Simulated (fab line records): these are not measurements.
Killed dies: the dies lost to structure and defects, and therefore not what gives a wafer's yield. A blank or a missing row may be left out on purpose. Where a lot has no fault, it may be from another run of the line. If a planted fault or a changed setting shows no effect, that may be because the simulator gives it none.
Chamber matching    flow nandHarc    3 sister chambers for NHARC_A_STAIRCASE_DEP_156 on pecvd-04
The step deposits SiNx, target thk 50 nm. 14 wafers are shown with their chamber, then 7 later ones without.

WAFERS, EACH WITH ITS CHAMBER
wafer   chamber  heaterPowerW (W)  susceptorTempC (C)
L404.1  0        640               400.10
L404.3  2        706               399.92
L404.6  2        722               399.75
L405.2  2        612               399.95
L405.4  0        717               399.80
L405.6  1        643               399.77
L412.2  2        634               399.68
L412.3  0        666               399.80
L412.6  1        644               400.17
L417.1  0        630               399.94
L417.2  1        643               399.79
L417.3  2        680               399.92
L418.1  0        683               399.79
L418.2  1        622               399.96

SIGNATURES (means of the wafers above)
reading         chamber 0  chamber 1  chamber 2  scatter within a chamber
heaterPowerW    667.20     638.00     670.80     35.6
susceptorTempC  399.8860   399.9225   399.8440   0.146
Rule: a wafer's distance from a chamber is the root of the sum, over the readings, of the square of ((its reading less the chamber's mean) divided by the reading's scatter). If the next closest chamber is less than 2 further off than the closest, the wafer can't be placed; otherwise it belongs to the closest. How the scatter is found: for the shown wafers, subtract from each reading the mean of its chamber, square and add these, divide the total by (wafers less chambers), then take the root.

WAFERS MISSING THEIR CHAMBER
wafer   heaterPowerW (W)  susceptorTempC (C)
L418.5  697               400.00
L420.2  678               399.97
L420.4  606               400.37
L420.6  780               400.03
L423.2  680               399.83
L423.3  746               400.09
L423.6  701               399.91

THE CHAMBER EACH PASSED THROUGH
wafer   from the rows above           in truth
L418.5  can't be placed: 0 or 2 or 1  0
L420.2  can't be placed: 0 or 2 or 1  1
L420.4  can't be placed: 1 or 0 or 2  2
L420.6  can't be placed: 0 or 2 or 1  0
L423.2  can't be placed: 2 or 0 or 1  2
L423.3  can't be placed: 0 or 2 or 1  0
L423.6  can't be placed: 2 or 0 or 1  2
0 of 7 placed correctly. From these rows, 7 cannot be placed; in 7 the true chamber is one of the candidates. 0 placed wrongly.
